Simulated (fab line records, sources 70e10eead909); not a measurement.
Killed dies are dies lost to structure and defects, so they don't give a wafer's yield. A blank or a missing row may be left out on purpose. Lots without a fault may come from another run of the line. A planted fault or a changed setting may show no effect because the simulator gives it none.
Chamber matching | flow nand_harc | NHARC_A_STAIRCASE_TRIM_229 on rie_diel-07: 4 sister chambers
The step chemistry O2, time 211.2 s. 4 wafers are shown with their chamber, then 8 later ones without.

WAFERS WITH THEIR CHAMBER
wafer  | chamber | drypump_motor_current_A (A)
L080.4 | 3       | 5.9
L088.5 | 0       | 6.5
L088.6 | 1       | 5.4
L090.2 | 2       | 6.2

WAFERS WITHOUT THEIR CHAMBER
wafer  | drypump_motor_current_A (A)
L090.3 | 6.5
L090.6 | 5.9
L092.2 | 5.4
L092.3 | 6.4
L092.4 | 6.2
L093.2 | 6.5
L093.4 | 5.9
L093.6 | 6.4

WHICH CHAMBER EACH WENT THROUGH
wafer  | from the rows above | in truth
L090.3 | 0                   | 0
L090.6 | 3                   | 3
L092.2 | 1                   | 1
L092.3 | 0                   | 0
L092.4 | 2                   | 2
L093.2 | 0                   | 0
L093.4 | 3                   | 3
L093.6 | 0                   | 0
Placed correctly: 8 of 8. Can't be placed from these rows: 0. Placed wrongly: 0.
How it was worked out, from the rows above alone: a wafer's distance from a chamber is the root of the sum, over the readings, of the square of ((its reading less the chamber's mean) divided by the reading's scatter). The wafer belongs to the nearest chamber; if the next one is less than 2 further off, it can't be placed. A chamber's mean is the mean of its shown wafers. The scatter: with one shown wafer a chamber, the root of the mean of the squares of how far each hidden wafer lies from its nearest shown one.
